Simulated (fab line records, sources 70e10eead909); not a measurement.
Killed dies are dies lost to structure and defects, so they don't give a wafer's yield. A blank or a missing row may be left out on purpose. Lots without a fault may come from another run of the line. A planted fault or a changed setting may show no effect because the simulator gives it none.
Chamber matching | flow nand_harc | NHARC_P_M2_PRE_CLEAN_32 on pecvd-04: 3 sister chambers
The step time 12 s. 6 wafers are shown with their chamber, then 12 later ones without.

WAFERS WITH THEIR CHAMBER
wafer  | chamber | heater_power_w (W) | heater_power_outer_w (W)
L086.1 | 1       | 569                | 354
L086.2 | 0       | 694                | 426
L086.6 | 2       | 707                | 411
L088.1 | 2       | 612                | 356
L088.2 | 1       | 587                | 347
L088.3 | 0       | 606                | 389

WAFERS WITHOUT THEIR CHAMBER
wafer  | heater_power_w (W) | heater_power_outer_w (W)
L090.1 | 633                | 384
L090.5 | 547                | 327
L090.6 | 651                | 407
L094.2 | 627                | 393
L094.4 | 624                | 370
L094.6 | 645                | 397
L095.3 | 591                | 371
L095.4 | 629                | 377
L095.5 | 629                | 368
L096.1 | 600                | 355
L096.4 | 645                | 407
L096.5 | 613                | 354

WHICH CHAMBER EACH WENT THROUGH
wafer  | from the rows above          | in truth
L090.1 | can't be placed: 2 or 0 or 1 | 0
L090.5 | can't be placed: 1 or 2      | 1
L090.6 | can't be placed: 0 or 2      | 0
L094.2 | can't be placed: 0 or 2 or 1 | 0
L094.4 | can't be placed: 2 or 1 or 0 | 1
L094.6 | can't be placed: 0 or 2 or 1 | 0
L095.3 | can't be placed: 1 or 2 or 0 | 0
L095.4 | can't be placed: 2 or 0 or 1 | 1
L095.5 | can't be placed: 2 or 1 or 0 | 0
L096.1 | can't be placed: 1 or 2 or 0 | 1
L096.4 | can't be placed: 0 or 2      | 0
L096.5 | can't be placed: 1 or 2 or 0 | 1
Placed correctly: 0 of 12. Can't be placed from these rows: 12 (the true chamber is among the candidates in 12). Placed wrongly: 0.
How it was worked out, from the rows above alone: a wafer's distance from a chamber is the root of the sum, over the readings, of the square of ((its reading less the chamber's mean) divided by the reading's scatter). The wafer belongs to the nearest chamber; if the next one is less than 2 further off, it can't be placed. A chamber's mean is the mean of its shown wafers. The scatter: the root of (the sum of the squares of (reading less its chamber's mean) over the shown wafers, divided by (wafers less chambers)).
